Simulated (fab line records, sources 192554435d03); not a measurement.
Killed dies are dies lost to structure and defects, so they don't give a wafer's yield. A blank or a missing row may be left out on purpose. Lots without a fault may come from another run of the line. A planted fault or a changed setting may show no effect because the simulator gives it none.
Which tool did it? | flow n5_finfet | 11 lots, 33 wafers sampled, at 5 steps of a route of 1938

WHAT THE GAUGES READ, wafer by wafer
N5_BEOL_M7_THK_MEAS_01. Usual: M7_ILD_THK 154.9 nm, standard deviation 2.
lot  | measured     | on            | M7_ILD_THK (nm)   | flag
L195 | day 8 22:57  | film_metro-01 | 152.4 153.6 154.6 |
L196 | day 9 00:41  | film_metro-01 | 151.7 154.9 154.9 |
L197 | day 9 05:15  | film_metro-01 | 154.7 154.9 156.8 |
L199 | day 9 09:34  | film_metro-01 | 152.0 154.8 156.7 |
L200 | day 9 23:28  | film_metro-02 | 154.3 155.9 156.5 |
L203 | day 11 09:25 | film_metro-02 | 152.1 153.9 155.2 |
L206 | day 11 11:10 | film_metro-02 | 151.8 158.0 155.6 |
L208 | day 11 11:26 | film_metro-02 | 155.1 154.1 157.6 |
L211 | day 13 00:09 | film_metro-02 | 153.4 155.4 156.1 |
L212 | day 13 02:09 | film_metro-02 | 154.6 157.8 157.9 |
L214 | day 13 15:21 | film_metro-01 | 154.6 153.4 156.3 |

N5_BEOL_M7_CD_MEAS_11: target cd 38.5 nm. Usual: cd_nm 38.5 nm, standard deviation 0.44.
lot  | measured     | on        | cd_nm (nm)     | flag
L195 | day 9 00:10  | cd_sem-01 | 38.2 38.7 38.8 |
L196 | day 9 02:59  | cd_sem-03 | 37.6 38.3 37.8 |
L197 | day 9 07:04  | cd_sem-01 | 38.2 38.1 37.8 |
L199 | day 9 10:04  | cd_sem-02 | 38.4 38.3 37.8 |
L200 | day 10 00:14 | cd_sem-01 | 39.0 38.1 38.6 |
L203 | day 11 11:28 | cd_sem-02 | 39.0 38.3 38.2 |
L206 | day 11 12:00 | cd_sem-01 | 38.2 38.6 38.7 |
L208 | day 11 12:17 | cd_sem-02 | 38.9 39.1 38.1 |
L211 | day 13 01:04 | cd_sem-02 | 39.1 38.6 38.8 |
L212 | day 13 03:40 | cd_sem-03 | 39.0 39.0 38.7 |
L214 | day 13 17:49 | cd_sem-01 | 38.0 38.3 37.5 |

N5_BEOL_M7_INSPECT_30: inspects for defects (brightfield). Usual: raw_defect_count 417, standard deviation 90.
lot  | measured     | on                | raw_defect_count | flag
L195 | day 9 01:44  | defect_inspect-01 | 270 389 420      |
L196 | day 9 06:21  | defect_inspect-01 | 410 396 452      |
L197 | day 9 08:34  | defect_inspect-02 | 346 278 247      |
L199 | day 9 11:03  | defect_inspect-01 | 510 533 510      |
L200 | day 10 01:49 | defect_inspect-01 | 404 534 519      |
L203 | day 11 13:18 | defect_inspect-01 | 488 383 394      |
L206 | day 11 13:48 | defect_inspect-01 | 468 475 559      |
L208 | day 11 13:50 | defect_inspect-02 | 454 509 412      |
L211 | day 13 02:32 | defect_inspect-02 | 510 437 451      |
L212 | day 13 06:38 | defect_inspect-02 | 387 311 381      |
L214 | day 13 19:06 | defect_inspect-01 | 426 401 1006     |

WHICH TOOL RAN EACH LOT (tool, then ch and the chambers of the sampled wafers, then the start)
lot  | N5_BEOL_M7_ILD_DEP_00           | N5_BEOL_M7_STRIP_19
L195 | pecvd-01 ch 0,1,2, day 8 22:23  | rie_diel-04 ch 0,1,2, day 9 00:38
L196 | pecvd-04 ch 0,1, day 9 00:05    | rie_diel-01 ch 1,3, day 9 03:28
L197 | pecvd-01 ch 0,1, day 9 04:40    | rie_diel-04 ch 0,1,2, day 9 08:05
L199 | pecvd-03 ch 0,2, day 9 08:59    | rie_diel-04 ch 0,1, day 9 10:32
L200 | pecvd-01 ch 0,1, day 9 21:26    | rie_diel-03 ch 0,1,3, day 10 01:20
L203 | pecvd-03 ch 0,2, day 11 08:50   | rie_diel-03 ch 0,2,3, day 11 12:50
L206 | pecvd-01 ch 0,1, day 11 10:35   | rie_diel-04 ch 2,3, day 11 13:20
L208 | pecvd-03 ch 0,2, day 11 10:52   | rie_diel-04 ch 1,2,3, day 11 13:22
L211 | pecvd-04 ch 1,2, day 12 23:35   | rie_diel-01 ch 1,2, day 13 01:32
L212 | pecvd-04 ch 1,2, day 13 01:34   | rie_diel-01 ch 2,3, day 13 04:43
L214 | pecvd-03 ch 0,1,2, day 13 14:18 | rie_diel-04 ch 0,1,3, day 13 18:26
- N5_BEOL_M7_ILD_DEP_00: deposits SiCOH lowk from DEMS/porogen, target thk 179.75 nm, time 33.4 s.
- N5_BEOL_M7_STRIP_19: strips in O2.

WHAT THE TOOLS THEMSELVES READ (means of the sampled wafers that have a number; where no wafer has one, the mark that the record gives instead)
N5_BEOL_M7_ILD_DEP_00. Usual: heater_power_w 329 W, standard deviation 51; showerhead_plenum_p_Torr 5.739 Torr, standard deviation 0.013; throttle_valve_pct 14.3 %, standard deviation 0.73.
lot  | tool     | heater_power_w (W) | showerhead_plenum_p_Torr (Torr) | throttle_valve_pct (%) | flag
L195 | pecvd-01 | 297                | 5.741                           | 15.2                   |
L196 | pecvd-04 | 336                | 5.738                           | 14.5                   |
L197 | pecvd-01 | 310                | 5.732                           | 14.7                   |
L199 | pecvd-03 | 385                | 5.740                           | 14.0                   |
L200 | pecvd-01 | 271                | 5.730                           | 14.8                   |
L203 | pecvd-03 | 391                | 5.727                           | 14.1                   |
L206 | pecvd-01 | 302                | 5.731                           | 14.8                   |
L208 | pecvd-03 | 342                | 5.741                           | 13.8                   |
L211 | pecvd-04 | 331                | 5.736                           | 13.5                   |
L212 | pecvd-04 | 268                | 5.736                           | 14.0                   |
L214 | pecvd-03 | 346                | 5.740                           | 14.0                   |

N5_BEOL_M7_STRIP_19. Usual: drypump_motor_current_A 5.6 A, standard deviation 0.41; oes_product_au 0.82 a.u., standard deviation 0.08; rf_vpp_V 3.7 V, standard deviation 0.57; showerhead_plenum_p_Torr 2.12 Torr, standard deviation 0.079; throttle_valve_pct 16.65 %, standard deviation 0.22.
lot  | tool        | drypump_motor_current_A (A) | oes_product_au (a.u.) | rf_vpp_V (V) | showerhead_plenum_p_Torr (Torr) | throttle_valve_pct (%) | flag
L195 | rie_diel-04 | 5.8                         | 0.74                  | 4.3          | 2.11                            | 16.73                  |
L196 | rie_diel-01 | 5.8                         | 0.87                  | 3.6          | 2.20                            | 16.35                  |
L197 | rie_diel-04 | 5.8                         | 0.74                  | 3.6          | 2.11                            | 16.74                  |
L199 | rie_diel-04 | 5.7                         | 0.78                  | 3.8          | 2.07                            | 16.55                  |
L200 | rie_diel-03 | 5.3                         | 0.79                  | 3.9          | 2.05                            | 16.80                  |
L203 | rie_diel-03 | 5.1                         | 0.85                  | 3.9          | 2.16                            | 16.79                  |
L206 | rie_diel-04 | 6.0                         | 0.68                  | 3.9          | 2.10                            | 16.93                  |
L208 | rie_diel-04 | 6.0                         | 0.73                  | 4.1          | 2.06                            | 16.73                  |
L211 | rie_diel-01 | 5.7                         | 0.89                  | 3.8          | 2.11                            | 16.40                  |
L212 | rie_diel-01 | 5.5                         | 0.85                  | 4.3          | 2.10                            | 16.58                  |
L214 | rie_diel-04 | 6.0                         | 0.79                  | 3.7          | 2.05                            | 16.57                  |

THE ANSWER, worked out from the rows above alone
Rule: a lot is off if the mean of its wafers that have a number lies more than 3 standard deviations from the usual mean. A lot without any number at a reading at which 4 lots or more have one is off too. The other lots that the step has rows for count as sound. The gauges are gone through in route order, then the tools' own readings, and for those a lot's mean is taken as printed above. The first step at which some lot is off is used, and at that step the reading that is off furthest; a lot without a number counts as furthest.
No lot is off at any reading shown: from this, nothing can be told.

WHAT THE SIMULATOR HAD PUT IN
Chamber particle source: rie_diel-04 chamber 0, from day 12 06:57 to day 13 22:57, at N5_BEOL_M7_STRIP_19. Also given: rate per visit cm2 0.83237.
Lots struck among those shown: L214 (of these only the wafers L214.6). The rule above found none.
